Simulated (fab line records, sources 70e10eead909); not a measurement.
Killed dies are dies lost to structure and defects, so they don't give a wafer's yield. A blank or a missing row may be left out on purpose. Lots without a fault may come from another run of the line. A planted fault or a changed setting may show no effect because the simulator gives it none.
fab line records | flow nand_harc
record lots=10 wafers=30 last_day=24
route steps=1159 shown A_CONTACT@861 END@1159
lots that met no fault: from a run of the same line without faults
start_h: hours from the record's first day to the start of the lot's first wafer shown | wait_h: hours since the lot's step before | " the same as in the row above | L1.1+2: a row that stands for several wafers | - no value, or no start given | * or withheld: withheld | < > ~ a bound
route shown NAME@n: a module of which the file shows steps, and the number in the route of the first | usual: mean/standard deviation of fault-free wafers | same: alike in all rows | chamber/n: place in a boat | sites: the reading at each site | _std_site: their standard deviation | _edge_site: outer sites' mean less inner sites' | radius_mm: how far each site lies from the wafer's centre | mask NAME#n: copy n | behind: the tool/chamber that last shaped the wafer | hold: why the lot was held/for how many hours/how that ended | device: the transistor (n, p or np) that didn't switch | end of line: the same wafers' tests at the end of the route | a step without rows: its recipe alone | killed: dies lost to structure and defects at the first sort, not the wafer's yield | map: a wafer's dies, x killed, . not, _ none there
set.NAME: the setting as run; set.NAME@STEP: as run at that earlier step | model.NAME: the simulator's own value behind a step, which no gauge read
steps of the route over a sample of lots; a table a step, a row a wafer
services: from which hour (start_h, from the record's first day; less than 0 if before it) a tool's chamber was out of use, for how many hours, and why
## steps
# step NHARC_A_CONTACT_ETCH_51
# recipe target_depth_a=36000 over_etch_frac=0.3 time_s=936 ion_energy_ev=150 o2_flow_sccm=400 cos_flow_sccm=20 ar_flow_sccm=0 rf_w=500 bias_w=300 chemistry=O2/COS
# usual drypump_motor_current_A=5.6/0.58 oes_product_au=1.008/0.014 rf_vpp_V=313.2/1.8 showerhead_plenum_p_Torr=3.07/0.11 throttle_valve_pct=28.330/0.009
# columns lot.wafer tool chamber start_h wait_h drypump_motor_current_A oes_product_au rf_hours_counter_h rf_vpp_V showerhead_plenum_p_Torr throttle_valve_pct
L924.3 rie_diel-03 3 379.25 - 6.1 1.015 62 313.6 3.07 28.326
L924.2 " 1 " " 4.9 1.010 56 314.5 3.17 28.313
L924.6 " 3 " " 6.1 1.015 - 313.4 3.07 28.336
L925.2 rie_diel-10 0 379.99 - 5.3 1.016 4 314.9 3.20 28.342
L925.1 " 1 " " 6.7 1.022 4 314.0 3.05 28.331
L925.3 " 3 " " 5.5 0.995 4 310.8 2.96 28.332
L926.4 rie_diel-03 1 385.81 - 4.9 1.001 60 314.8 3.16 28.332
L926.1 " 3 " " 6.0 1.013 66 313.5 3.07 28.332
L926.6 " 0 " " 5.1 1.014 - 314.0 3.08 28.347
L930.2 rie_diel-10 1 398.62 - 6.8 1.023 8 313.4 3.05 28.326
L930.5 " 0 " " 5.3 1.025 - 313.5 3.20 28.329
L930.6 " 1 " " 6.8 1.033 - 312.4 3.05 28.317
L927.3 rie_diel-03 0 403.40 - 5.1 0.996 0 313.0 3.08 28.345
L927.4 " 1 " " 4.9 0.996 0 315.8 3.16 28.341
L927.6 " 0 " " 5.1 0.985 - 314.3 3.08 28.333
L928.4 rie_diel-03 1 410.67 - 4.9 1.012 2 314.6 3.16 28.317
L928.1 " 0 " " 5.1 0.994 3 314.0 3.08 28.311
L928.5 " 2 " " 5.2 1.019 - 314.9 3.19 28.331
L937.3 rie_diel-10 2 449.41 - 5.3 1.029 17 310.5 2.90 28.308
L937.4 " 0 " " 5.3 1.027 16 315.3 3.20 28.323
L937.1 " 1 " " 6.7 1.026 18 312.4 3.05 28.328
L938.4 rie_diel-10 3 465.45 - 5.5 0.986 20 310.9 2.95 28.328
L938.5 " 0 " " 5.3 0.993 - 314.0 3.20 28.346
L938.6 " 1 " " 6.7 1.022 - 313.2 3.04 28.324
L942.2 rie_diel-10 3 479.84 - 5.5 0.978 22 312.9 2.95 28.330
L942.3 " 0 " " 5.3 1.009 21 313.8 3.20 28.344
L942.1 " 1 " " 6.7 1.012 23 313.7 3.04 28.324
L943.3 rie_diel-12 1 509.17 - 5.9 0.990 45 310.1 2.97 28.327
L943.4 " 3 " " 5.3 0.991 45 313.0 3.14 28.324
L943.6 " 1 " " 5.9 0.989 - 312.1 2.97 28.328
# step NHARC_A_CONTACT_ETCH_90
# recipe target_depth_a=400 over_etch_frac=0.5 time_s=85.7 ion_energy_ev=120 ch3f_flow_sccm=50 o2_flow_sccm=30 ar_flow_sccm=200 rf_w=500 bias_w=100 chemistry=CH3F/O2
# usual drypump_motor_current_A=5.6/0.52 oes_product_au=0.96/0.036 rf_vpp_V=244.0/1.4 showerhead_plenum_p_Torr=2.43/0.084 throttle_valve_pct=20.664/0.0097
# columns lot.wafer tool chamber start_h wait_h drypump_motor_current_A oes_product_au rf_hours_counter_h rf_vpp_V showerhead_plenum_p_Torr throttle_valve_pct
L924.3 rie_diel-03 2 381.67 0.5 5.2 0.93 61 243.7 2.52 20.664
L924.2 " 1 " " 4.9 0.92 57 244.3 2.49 20.658
L924.6 " 3 " " 6.0 0.94 - 243.8 2.42 20.664
L925.1 rie_diel-10 1 382.44 0.5 6.7 0.94 5 243.7 2.40 20.669
L925.3 " 2 " " 5.3 0.93 4 242.7 2.29 20.664
L925.2 " 3 " " 5.5 0.92 5 242.1 2.33 20.667
L926.4 rie_diel-10 1 388.58 0.5 6.7 0.98 6 243.8 2.40 20.651
L926.1 " 3 " " 5.5 0.96 6 243.6 2.33 20.651
L926.6 " 0 " " 5.3 0.99 - 243.8 2.52 20.658
L930.2 rie_diel-03 2 401.52 0.6 5.2 1.02 0 245.2 2.52 20.666
L930.6 " 1 " " 4.9 1.00 - 244.1 2.49 20.660
L930.5 " 2 " " 5.2 1.02 - 245.0 2.52 20.655
L927.3 rie_diel-03 2 405.81 0.5 5.2 0.95 1 245.4 2.52 20.660
L927.4 " 0 " " 5.1 0.93 1 244.6 2.42 20.659
L927.6 " 2 " " 5.2 0.94 - 243.8 2.52 20.670
L928.4 rie_diel-10 1 413.16 0.5 6.7 1.02 10 243.4 2.40 20.664
L928.1 " 2 " " 5.3 1.00 9 241.3 2.28 20.666
L928.5 " 3 " " 5.5 0.99 - 241.5 2.32 20.659
L937.3 rie_diel-12 0 451.87 0.4 5.6 1.00 25 245.1 2.50 20.671
L937.4 " 1 " " 5.9 1.01 25 242.7 2.35 20.657
L937.1 " 3 " " 5.3 1.00 25 244.9 2.48 20.670
L938.4 rie_diel-12 2 467.72 0.4 6.1 0.91 30 245.9 2.56 20.665
L938.5 " 2 " " 6.1 0.91 - 246.9 2.56 20.666
L938.6 " 3 " " 5.3 0.92 - 247.1 2.48 20.649
L942.2 rie_diel-10 0 482.32 0.6 5.3 0.94 23 244.9 2.52 20.665
L942.3 " 1 " " 6.8 0.95 24 244.8 2.40 20.674
L942.1 " 2 " " 5.3 0.95 22 241.2 2.28 20.661
L943.3 rie_diel-12 0 511.56 0.4 5.6 0.93 49 243.9 2.49 20.660
L943.4 " 1 " " 5.9 0.91 47 243.3 2.34 20.667
L943.6 " 1 " " 5.8 0.92 - 241.8 2.34 20.663
# step NHARC_A_CONTACT_DESCUM_74
# recipe time_s=3 o2_flow_sccm=200 ar_flow_sccm=0 bias_power_w=0 chemistry=O2
# usual drypump_motor_current_A=5.6/0.52 oes_product_au=1.005/0.013 rf_vpp_V=57.6/0.87 showerhead_plenum_p_Torr=1.90/0.07 throttle_valve_pct=11.310/0.0093
# same bias_power_w=0
# columns lot.wafer tool chamber start_h wait_h hold drypump_motor_current_A oes_product_au rf_hours_counter_h rf_vpp_V showerhead_plenum_p_Torr throttle_valve_pct
L924.2 rie_diel-10 2 385.72 0.1 - 5.3 1.002 5 57.3 1.77 11.313
L924.3 " 3 " " - 5.5 0.989 5 55.6 1.81 11.308
L924.6 " 2 " " - 5.3 0.998 - 56.7 1.77 11.304
L925.2 rie_diel-03 2 386.98 0.2 - 5.2 1.001 65 58.2 1.96 11.306
L925.1 " 3 " " - 6.1 1.027 67 57.0 1.88 11.304
L925.3 " 0 " " - 5.1 1.021 65 57.0 1.89 11.321
L926.1 rie_diel-12 2 392.49 0.2 - 6.1 0.992 2 56.7 2.00 11.305
L926.4 " 1 " " - 5.9 1.016 2 56.9 1.83 11.305
L926.6 " 3 " " - 5.3 1.006 - 57.2 1.94 11.309
L930.2 rie_diel-10 1 405.36 0.1 - 6.7 1.021 9 56.3 1.87 11.303
L930.5 " 0 " " - 5.3 1.022 - 57.5 1.97 11.306
L930.6 " 1 " " - 6.7 1.024 - 57.5 1.87 11.317
L927.3 rie_diel-12 1 415.25 4.3 await_dispo/4.2h/release 5.9 1.019 9 56.9 1.83 11.305
L927.4 " 2 " " await_dispo/4.2h/release 6.1 0.985 9 58.3 2.00 11.304
L927.6 " 1 " " await_dispo/4.2h/release 5.9 1.016 - 57.5 1.83 11.309
L928.4 rie_diel-10 0 418.96 1.9 await_dispo/1.8h/release 5.3 1.022 11 58.1 1.97 11.314
L928.1 " 2 " " await_dispo/1.8h/release 5.3 1.025 10 58.3 1.77 11.311
L928.5 " 0 " " await_dispo/1.8h/release 5.2 1.018 - 58.5 1.96 11.323
L937.4 rie_diel-10 0 455.74 0.1 - 5.3 1.026 17 58.5 1.96 11.299
L937.1 " 1 " " - 6.8 1.017 19 57.8 1.86 11.336
L937.3 " 2 " " - 5.3 1.025 18 56.9 1.77 11.315
L938.4 rie_diel-10 3 472.88 0.1 - 5.5 0.979 21 57.7 1.80 11.319
L938.5 " 1 " " - 6.8 1.022 - 58.4 1.86 11.311
L938.6 " 2 " " - 5.3 1.009 - 55.3 1.77 11.317
L942.2 rie_diel-10 0 486.13 0.1 - 5.3 1.018 23 59.8 1.96 11.311
L942.3 " 2 " " - 5.3 1.017 23 57.5 1.77 11.290
L942.1 " 3 " " - 5.5 0.995 25 56.3 1.80 11.305
L943.3 rie_diel-03 2 516.00 0.1 - 5.2 1.026 44 57.9 1.95 11.306
L943.4 " 1 " " - 4.9 1.004 41 57.2 1.93 11.316
L943.6 " 3 " " - 6.1 1.012 - 56.6 1.87 11.315
# step NHARC_A_CONTACT_ETCH_75
# recipe target_depth_a=390 over_etch_frac=0.3 time_s=65 ion_energy_ev=80 cf4_flow_sccm=150 ar_flow_sccm=0 rf_w=300 bias_w=100 chemistry=CF4
# usual drypump_motor_current_A=5.6/0.49 oes_product_au=1.004/0.014 rf_vpp_V=151.0/1.2 showerhead_plenum_p_Torr=1.75/0.061 throttle_valve_pct=13.284/0.0094
# columns lot.wafer tool chamber start_h wait_h drypump_motor_current_A oes_product_au rf_hours_counter_h rf_vpp_V showerhead_plenum_p_Torr throttle_valve_pct
L924.3 rie_diel-10 3 385.81 0.1 5.5 0.988 5 149.3 1.68 13.280
L924.2 " 0 " " 5.3 1.008 6 151.5 1.81 13.293
L924.6 " 3 " " 5.5 0.973 - 149.7 1.68 13.285
L925.1 rie_diel-03 1 387.23 0.2 4.9 1.005 62 150.0 1.79 13.286
L925.3 " 2 " " 5.2 1.004 65 151.4 1.81 13.284
L925.2 " 3 " " 6.1 1.023 67 152.0 1.74 13.280
L926.4 rie_diel-12 3 392.58 0.1 5.3 0.984 2 150.1 1.79 13.282
L926.1 " 1 " " 5.9 1.008 2 149.9 1.70 13.278
L926.6 " 0 " " 5.6 0.992 - 151.0 1.80 13.286
L930.2 rie_diel-10 3 405.44 0.1 5.5 0.998 9 149.1 1.68 13.300
L930.6 " 2 " " 5.3 1.015 - 149.9 1.65 13.290
L930.5 " 3 " " 5.5 1.005 - 150.6 1.68 13.269
L927.4 rie_diel-12 0 415.33 0.1 5.6 1.002 9 151.4 1.80 13.289
L927.3 " 1 " " 5.9 1.020 9 149.0 1.70 13.277
L927.6 " 2 " " 6.1 0.975 - 153.3 1.84 13.281
L928.1 rie_diel-10 3 419.06 0.1 5.5 0.999 10 150.3 1.68 13.297
L928.4 " 1 " " 6.7 1.036 10 151.2 1.73 13.281
L928.5 " 2 " " 5.3 1.026 - 148.8 1.65 13.282
L937.3 rie_diel-10 1 455.83 0.1 6.7 1.016 19 150.9 1.73 13.290
L937.1 " 2 " " 5.3 1.014 18 149.2 1.65 13.312
L937.4 " 3 " " 5.5 0.991 18 151.0 1.67 13.293
L938.4 rie_diel-10 0 473.32 0.4 5.3 1.010 20 152.4 1.81 13.289
L938.6 " 0 " " 5.3 1.006 - 151.3 1.81 13.285
L938.5 " 1 " " 6.7 1.011 - 151.0 1.73 13.285
L942.2 rie_diel-10 2 486.22 0.1 5.3 1.015 23 150.4 1.64 13.294
L942.1 " 3 " " 5.5 0.985 25 149.2 1.67 13.258
L942.3 " 1 " " 6.7 1.014 24 150.7 1.72 13.296
L943.4 rie_diel-03 3 516.17 0.1 6.0 0.995 42 150.9 1.73 13.266
L943.3 " 1 " " 4.9 1.000 41 150.3 1.78 13.287
L943.6 " 2 " " 5.2 1.009 - 151.4 1.80 13.284
# step NHARC_A_CONTACT_ETCH_78
# recipe target_depth_a=28000 over_etch_frac=0.3 time_s=728 ion_energy_ev=150 o2_flow_sccm=400 cos_flow_sccm=20 ar_flow_sccm=0 rf_w=500 bias_w=300 chemistry=O2/COS
# usual drypump_motor_current_A=5.6/0.52 oes_product_au=1.004/0.014 rf_vpp_V=313.8/1.7 showerhead_plenum_p_Torr=3.09/0.11 throttle_valve_pct=28.330/0.009
# columns lot.wafer tool chamber start_h wait_h drypump_motor_current_A oes_product_au rf_hours_counter_h rf_vpp_V showerhead_plenum_p_Torr throttle_valve_pct
L924.3 rie_diel-10 0 - - 5.3 1.021 6 313.7 3.20 28.334
L924.2 " 3 " " 5.5 0.993 6 312.2 2.96 28.318
L924.6 " 1 " " 6.8 1.019 - 313.9 3.05 28.324
L925.1 rie_diel-03 3 - - 6.1 1.024 68 313.0 3.07 28.317
L925.3 " 0 " " 5.1 1.017 66 313.7 3.08 28.332
L925.2 " 1 " " 4.9 0.995 62 315.7 3.16 28.317
L926.4 rie_diel-12 3 - - 5.3 0.993 3 314.4 3.16 28.309
L926.1 " 0 " " 5.6 0.996 3 314.5 3.18 28.329
L926.6 " 1 " " 5.9 1.005 - 311.6 2.99 28.322
L930.2 rie_diel-10 2 - - 5.3 1.015 9 312.4 2.91 28.335
L930.5 " 2 " " 5.3 1.021 - 310.5 2.91 28.324
L930.6 " 3 " " 5.5 0.993 - 310.9 2.96 28.335
L927.4 rie_diel-12 1 - - 5.9 1.025 11 312.7 2.99 28.337
L927.3 " 0 " " 5.6 0.995 11 313.8 3.17 28.332
L927.6 " 2 " " 6.1 0.985 - 316.4 3.25 28.341
L928.1 rie_diel-10 0 - - 5.3 1.021 12 315.0 3.20 28.332
L928.4 " 2 " " 5.3 1.018 11 310.7 2.90 28.309
L928.5 " 0 " " 5.3 1.023 - 316.1 3.20 28.348
L937.1 rie_diel-10 3 - - 5.5 0.985 18 310.3 2.95 28.340
L937.4 " 0 " " 5.3 1.013 17 313.8 3.20 28.341
L937.3 " 1 " " 6.8 1.020 19 314.2 3.05 28.327
L938.4 rie_diel-10 0 - - 5.3 1.017 20 314.0 3.20 28.310
L938.5 " 2 " " 5.3 1.021 - 310.8 2.90 28.324
L938.6 " 3 " " 5.6 0.989 - 311.8 2.95 28.348
L942.1 rie_diel-10 3 - - 5.5 0.986 25 311.5 2.95 28.329
L942.3 " 0 " " 5.3 1.012 24 314.4 3.19 28.327
L942.2 " 1 " " 6.7 1.018 25 313.7 3.04 28.343
L943.3 rie_diel-03 0 - - 5.1 0.978 40 313.9 3.06 28.352
L943.4 " 3 " " 6.1 0.994 43 312.2 3.05 28.328
L943.6 " 1 " " 4.9 0.988 - 313.7 3.14 28.326
# step NHARC_END_SORT_01
# recipe temp_c=25
# usual killed_at_array=28/11 killed_at_other=0.5/0.87 killed_at_periphery=2.9/2.2 killed_dies=32/11 killed_open=3.2/1.9 killed_short=1.8/1.4
# same gross_dies=677
# columns lot.wafer tool chamber start_h wait_h killed_at_array killed_at_other killed_at_periphery killed_dies killed_open killed_short
L928.1 prober-02 0 496.05 2.5 73 3 3 79 5 1
L928.4 prober-02 0 498.49 3.4 113 3 5 121 5 4
L928.5 prober-02 0 499.30 3.8 56 3 3 62 5 2
L927.3 prober-01 0 499.67 3.1 53 0 3 56 3 3
L927.4 prober-01 0 500.48 3.4 95 0 0 95 3 2
L927.6 prober-01 0 502.10 4.1 66 0 4 70 6 4
L937.3 prober-01 0 517.92 3.1 52 2 3 57 2 2
L937.4 prober-01 0 518.72 3.4 54 0 3 57 4 3
L938.4 prober-02 0 545.45 3.5 41 1 3 45 2 5
# killed by level:class
L928.1 A_CONTACT:unspecified=39 A_SLIT:chamber_film_flake=12 A_CHANNEL_HOLE_D1:chamber_film_flake=11 THIN_TSV:chamber_film_flake=3 A_M0:geometric_particle:open=2 A_ZERO_WELL:chamber_film_flake=2 A_CHANNEL_FILL_D1:chamber_film_flake=2 A_STAIRCASE:chamber_film_flake=2
L928.4 A_CONTACT:unspecified=79 A_CHANNEL_HOLE_D1:chamber_film_flake=15 A_SLIT:chamber_film_flake=9 THIN_TSV:chamber_film_flake=3 P_M0:geometric_particle:open=2 A_ZERO_WELL:chamber_film_flake=2 A_STAIRCASE:chamber_film_flake=2 P_GATE:geometric_particle:open=1
L928.5 A_CONTACT:unspecified=26 A_CHANNEL_HOLE_D1:chamber_film_flake=13 A_SLIT:chamber_film_flake=9 P_M0:geometric_particle:open=2 A_CONTACT:chamber_film_flake=2 THIN_TSV:chamber_film_flake=2 P_CONTACT:geometric_particle:short=1 A_ONON_D1:geometric_particle:open=1
L927.3 A_CONTACT:unspecified=34 A_SLIT:chamber_film_flake=8 A_CHANNEL_HOLE_D1:chamber_film_flake=2 A_STAIRCASE:chamber_film_flake=2 A_BLC:chamber_film_flake=2 P_CONTACT:geometric_particle:open=1 P_CONTACT:geometric_particle:short=1 A_ONON_D1:geometric_particle:short=1
L927.4 A_CONTACT:unspecified=76 A_SLIT:chamber_film_flake=8 A_CHANNEL_HOLE_D1:chamber_film_flake=2 A_STAIRCASE:chamber_film_flake=2 A_STAIRCASE:geometric_particle:open=1 A_SGD_CUT:geometric_particle:open=1 A_SGD_CUT:geometric_particle:short=1 A_WL_FILL:geometric_particle:short=1
L927.6 A_CONTACT:unspecified=39 A_SLIT:chamber_film_flake=16 P_CONTACT:geometric_particle:open=2 A_CHANNEL_HOLE_D1:chamber_film_flake=2 A_BLC:chamber_film_flake=2 P_M0:geometric_particle:open=1 P_M2:geometric_particle:open=1 A_ONON_D1:geometric_particle:short=1
L937.3 A_CHANNEL_HOLE_D1:chamber_film_flake=22 A_SLIT:chamber_film_flake=21 A_STAIRCASE:chamber_film_flake=5 P_STI:chamber_film_flake=2 A_ONON_D1:geometric_particle:short=1 A_CHANNEL_FILL_D1:geometric_particle:short=1 A_CONTACT:geometric_particle:open=1 STARTING-WAFER:geometric_particle:open=1
L937.4 A_CHANNEL_HOLE_D1:chamber_film_flake=18 A_SLIT:chamber_film_flake=14 A_STAIRCASE:chamber_film_flake=12 A_M0:chamber_film_flake=3 A_ONON_D1:geometric_particle:open=2 P_GATE:geometric_particle:open=1 A_ONON_D1:geometric_particle:short=1 A_CHANNEL_FILL_D1:geometric_particle:short=1
L938.4 A_CHANNEL_HOLE_D1:chamber_film_flake=17 A_SLIT:chamber_film_flake=11 A_STAIRCASE:chamber_film_flake=6 P_GATE:chamber_film_flake=3 A_WL_FILL:geometric_particle:short=2 A_CHANNEL_FILL_D1:geometric_particle:short=1 A_BLC:geometric_particle:open=1 A_BLC:geometric_particle:short=1
## services
# columns tool chamber start_h hours kind
rie_diel-10 0 362.64 - clean
rie_diel-10 1 362.64 - clean
rie_diel-10 2 362.64 - clean
rie_diel-10 3 362.64 - clean
rie_diel-10 3 362.64 - consumable_replace:focus_ring
rie_diel-12 - 379.86 9.0 pm
rie_diel-10 0 387.14 - clean
rie_diel-10 1 387.14 - clean
rie_diel-10 2 387.14 - clean
rie_diel-10 3 387.14 - clean
rie_diel-03 - 392.39 9.0 pm
rie_diel-10 0 411.64 - clean
rie_diel-10 1 411.64 - clean
rie_diel-10 2 411.64 - clean
rie_diel-10 3 411.64 - clean
rie_diel-10 0 436.14 - clean
rie_diel-10 1 436.14 - clean
rie_diel-10 2 436.14 - clean
rie_diel-10 3 436.14 - clean
rie_diel-03 - 473.82 0.5 repair
rie_diel-10 2 474.83 1.8 repair
rie_diel-12 3 484.72 6.2 repair
rie_diel-10 1 490.87 4.7 repair
rie_diel-12 - 512.10 4.3 repair
## key
first_sign step=NHARC_END_SORT_01 reading=killed_dies direction=up sigmas=4.5 usual=32 struck=80
effect step=NHARC_END_SORT_01 reading=killed_at_array direction=up sigmas=4.4 usual=28 struck=76
more_kills_born_at NHARC_A_CONTACT_ETCH_51@rie_diel-03=292
met_at NHARC_A_CONTACT_ETCH_51
struck_lots L927,L928
tester_left_out L927,L928
not_acting_at NHARC_A_CONTACT_ETCH_90,NHARC_A_CONTACT_ETCH_75,NHARC_A_CONTACT_ETCH_78
onset_between 385.81 403.40
fault kind=chamber_particle_source tool=rie_diel-03 chamber=- onset_h=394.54 steps=NHARC_A_CONTACT_ETCH_51 rate_per_visit_cm2=0.53073 end_h=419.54
# tester_left_out: of these lots the tester's yield and bins aren't shown, on N5 and GAA mostly nor the transistor test; their killed dies are dies lost to structure and defects alone, not to doping, threshold or leakage, so they don't give the yield
